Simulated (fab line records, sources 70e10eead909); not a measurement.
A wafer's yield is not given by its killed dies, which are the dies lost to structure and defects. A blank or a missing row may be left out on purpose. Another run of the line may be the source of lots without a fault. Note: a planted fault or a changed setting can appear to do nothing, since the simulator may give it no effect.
Matching of chambers :: flow nand-harc :: 4 sister chambers for NHARC_A_CONTACT_DESCUM_47 on rie-diel-01
The step chemistry O2, time 3 s. 4 wafers are shown with their chamber, then 12 later ones without.

== WAFERS, EACH WITH ITS CHAMBER ==
wafer: L084.2
chamber: 2
showerhead-plenum-p-Torr (Torr): 1.87

wafer: L087.1
chamber: 0
showerhead-plenum-p-Torr (Torr): 2.07

wafer: L087.2
chamber: 3
showerhead-plenum-p-Torr (Torr): 1.88

wafer: L087.3
chamber: 1
showerhead-plenum-p-Torr (Torr): 1.81

== WAFERS WITHOUT THEIR CHAMBER ==
wafer: L088.2
showerhead-plenum-p-Torr (Torr): 1.88

wafer: L088.4
showerhead-plenum-p-Torr (Torr): 1.86

wafer: L088.5
showerhead-plenum-p-Torr (Torr): 1.86

wafer: L089.3
showerhead-plenum-p-Torr (Torr): 1.86

wafer: L089.4
showerhead-plenum-p-Torr (Torr): 1.81

wafer: L089.6
showerhead-plenum-p-Torr (Torr): 2.07

wafer: L090.2
showerhead-plenum-p-Torr (Torr): 2.07

wafer: L090.4
showerhead-plenum-p-Torr (Torr): 1.81

wafer: L090.6
showerhead-plenum-p-Torr (Torr): 1.81

wafer: L097.1
showerhead-plenum-p-Torr (Torr): 2.06

wafer: L097.2
showerhead-plenum-p-Torr (Torr): 1.80

wafer: L097.5
showerhead-plenum-p-Torr (Torr): 1.88

== WHICH CHAMBER EACH WENT THROUGH ==
wafer: L088.2
from the rows above: can't be placed: 3 or 2
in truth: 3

wafer: L088.4
from the rows above: can't be placed: 2 or 3
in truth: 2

wafer: L088.5
from the rows above: can't be placed: 2 or 3
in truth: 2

wafer: L089.3
from the rows above: can't be placed: 2 or 3
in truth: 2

wafer: L089.4
from the rows above: 1
in truth: 1

wafer: L089.6
from the rows above: 0
in truth: 0

wafer: L090.2
from the rows above: 0
in truth: 0

wafer: L090.4
from the rows above: 1
in truth: 1

wafer: L090.6
from the rows above: 1
in truth: 1

wafer: L097.1
from the rows above: 0
in truth: 0

wafer: L097.2
from the rows above: 1
in truth: 1

wafer: L097.5
from the rows above: can't be placed: 3 or 2
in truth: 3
Placed correctly: 7 of 12. These rows do not allow placing 5 (true chamber among the candidates in 5). Number placed wrongly: 0.
How it was worked out, from the rows above alone: a wafer's distance from a chamber is the root of the sum, over the readings, of the square of ((its reading less the chamber's mean) divided by the reading's scatter). If the next closest chamber is less than 2 further off than the closest, the wafer can't be placed; otherwise it belongs to the closest. A chamber's mean is the mean of its shown wafers. The scatter: with one shown wafer a chamber, the root of the mean of the squares of how far each hidden wafer lies from its nearest shown one.
